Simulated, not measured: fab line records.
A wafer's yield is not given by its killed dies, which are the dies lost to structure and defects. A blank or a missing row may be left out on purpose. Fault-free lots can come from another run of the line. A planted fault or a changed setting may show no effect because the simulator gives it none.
Chamber matching | flow n5_finfet | pecvd-03 running N5_BEOL_M14_DEP_53: 3 sister chambers
The step deposits SiCN from 3MS/NH3, target thk 50 nm, time 17.8 s. 6 wafers are shown with their chamber, then 8 later ones without.

## WAFERS PAIRED WITH THEIR CHAMBERS
wafer  | chamber | throttle_valve_pct (%) | showerhead_plenum_p_Torr (Torr)
L077.4 | 1       | 17.8                   | 4.184
L080.4 | 0       | 17.3                   | 4.195
L085.3 | 2       | 17.5                   | 4.182
L085.5 | 0       | 17.3                   | 4.182
L085.6 | 1       | 17.6                   | 4.190
L086.1 | 2       | 17.4                   | 4.172

## WAFERS WITH NO CHAMBER GIVEN
wafer  | throttle_valve_pct (%) | showerhead_plenum_p_Torr (Torr)
L086.5 | 17.4                   | 4.181
L086.6 | 17.8                   | 4.194
L090.2 | 17.7                   | 4.176
L090.3 | 17.4                   | 4.169
L090.6 | 17.2                   | 4.181
L095.2 | 17.6                   | 4.186
L095.4 | 17.4                   | 4.177
L095.5 | 17.1                   | 4.204

## EACH ONE'S CHAMBER
wafer  | from the rows above     | in truth
L086.5 | can't be placed: 2 or 0 | 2
L086.6 | 1                       | 1
L090.2 | can't be placed: 1 or 2 | 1
L090.3 | can't be placed: 2 or 0 | 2
L090.6 | can't be placed: 0 or 2 | 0
L095.2 | can't be placed: 1 or 2 | 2
L095.4 | can't be placed: 2 or 0 | 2
L095.5 | 0                       | 0
Correctly placed: 2 of 8. Can't be placed from these rows: 6 (the true chamber is among the candidates in 6). Wrongly placed: 0.
How it was worked out, from the rows above alone: a wafer's distance from a chamber is the root of the sum, over the readings, of the square of ((its reading less the chamber's mean) divided by the reading's scatter). The wafer belongs to the nearest chamber; if the next one is less than 2 further off, it can't be placed. A chamber's mean is the mean of its shown wafers. How the scatter is found: for the shown wafers, subtract from each reading the mean of its chamber, square and add these, divide the total by (wafers less chambers), then take the root.
